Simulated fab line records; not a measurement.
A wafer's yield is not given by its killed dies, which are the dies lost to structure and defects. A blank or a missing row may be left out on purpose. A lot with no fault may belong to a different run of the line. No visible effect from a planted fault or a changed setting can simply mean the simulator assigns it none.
Chamber matching    flow nand-harc    4 sister chambers for NHARC_P_ZERO_WELL_ETCH_63 on rie-si-06
The step etches the open film in HBr/Cl2, target depth 120 nm, time 40.1 s. 8 wafers are shown with their chamber, then 8 later ones without.

== EACH WAFER AND ITS CHAMBER ==
wafer   chamber  drypump-motor-current-A (A)  oes-product-au (a.u.)
L928.1  3        5.9                          0.996
L928.2  0        5.7                          0.990
L929.3  2        6.5                          1.000
L929.6  1        5.8                          1.009
L931.3  0        5.6                          0.980
L931.4  3        5.9                          0.985
L931.6  1        5.8                          1.010
L934.1  2        6.5                          0.999

== WAFERS MISSING THEIR CHAMBER ==
wafer   drypump-motor-current-A (A)  oes-product-au (a.u.)
L934.2  5.8                          0.992
L934.6  6.5                          1.004
L935.1  5.9                          0.981
L935.4  5.7                          0.980
L935.5  5.6                          0.991
L939.1  6.5                          0.995
L939.5  5.8                          1.003
L939.6  6.5                          0.992

== WHICH CHAMBER EACH ONE RAN IN ==
wafer   from the rows above           in truth
L934.2  can't be placed: 3 or 1 or 0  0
L934.6  2                             2
L935.1  3                             3
L935.4  0                             0
L935.5  0                             0
L939.1  2                             2
L939.5  1                             1
L939.6  2                             2
Placed correctly: 7 of 8. Can't be placed from these rows: 1 (the true chamber is among the candidates in 1). Wrongly placed: 0.
How it was worked out, from the rows above alone: a wafer's distance from a chamber is the root of the sum, over the readings, of the square of ((its reading less the chamber's mean) divided by the reading's scatter). If the next closest chamber is less than 2 further off than the closest, the wafer can't be placed; otherwise it belongs to the closest. A chamber's mean is the mean of its shown wafers. The scatter is the square root of a quotient: the sum, over the shown wafers, of each reading's squared deviation from its chamber's mean, divided by wafers minus chambers.
